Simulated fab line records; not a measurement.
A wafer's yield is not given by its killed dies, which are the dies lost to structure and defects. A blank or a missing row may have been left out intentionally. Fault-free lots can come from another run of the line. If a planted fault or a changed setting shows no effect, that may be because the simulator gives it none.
Chamber matching :: flow n5Finfet :: 3 sister chambers for N5_BEOL_M7_DEP_56 on pecvd-03
The step deposits SiCN from 3MS/NH3, target thk 10 nm, time 17.5 s. 6 wafers are shown with their chamber, then 7 later ones without.

EACH WAFER AND ITS CHAMBER
wafer: L083.5
chamber: 2
throttleValvePct (%): 8.3
showerheadPlenumPTorr (Torr): 3.657

wafer: L084.4
chamber: 2
throttleValvePct (%): 7.8
showerheadPlenumPTorr (Torr): 3.671

wafer: L087.4
chamber: 1
throttleValvePct (%): 9.7
showerheadPlenumPTorr (Torr): 3.678

wafer: L087.6
chamber: 0
throttleValvePct (%): 8.9
showerheadPlenumPTorr (Torr): 3.680

wafer: L088.1
chamber: 1
throttleValvePct (%): 9.6
showerheadPlenumPTorr (Torr): 3.673

wafer: L088.2
chamber: 0
throttleValvePct (%): 9.1
showerheadPlenumPTorr (Torr): 3.673

WAFERS WITHOUT THEIR CHAMBER
wafer: L088.6
throttleValvePct (%): 8.6
showerheadPlenumPTorr (Torr): 3.670

wafer: L092.1
throttleValvePct (%): 8.9
showerheadPlenumPTorr (Torr): 3.663

wafer: L092.2
throttleValvePct (%): 10.1
showerheadPlenumPTorr (Torr): 3.669

wafer: L092.3
throttleValvePct (%): 8.4
showerheadPlenumPTorr (Torr): 3.659

wafer: L093.3
throttleValvePct (%): 8.9
showerheadPlenumPTorr (Torr): 3.675

wafer: L093.4
throttleValvePct (%): 8.2
showerheadPlenumPTorr (Torr): 3.660

wafer: L093.6
throttleValvePct (%): 8.8
showerheadPlenumPTorr (Torr): 3.669

EACH ONE'S CHAMBER
wafer: L088.6
from the rows above: can't be placed: 0 or 2
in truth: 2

wafer: L092.1
from the rows above: can't be placed: 0 or 2 or 1
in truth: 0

wafer: L092.2
from the rows above: 1
in truth: 1

wafer: L092.3
from the rows above: 2
in truth: 2

wafer: L093.3
from the rows above: 0
in truth: 0

wafer: L093.4
from the rows above: 2
in truth: 2

wafer: L093.6
from the rows above: 0
in truth: 0
Correctly placed: 5 of 7. Cannot be placed on the basis of these rows: 2; the candidates contain the true chamber in 2. 0 placed wrongly.
How it was worked out, from the rows above alone: a wafer's distance from a chamber is the root of the sum, over the readings, of the square of ((its reading less the chamber's mean) divided by the reading's scatter). The wafer belongs to the nearest chamber; if the next one is less than 2 further off, it can't be placed. The mean given for a chamber averages the wafers shown for that chamber. The scatter: take each reading less its chamber's mean, square it, sum over the shown wafers, divide by the number of wafers less the number of chambers, and take the root.
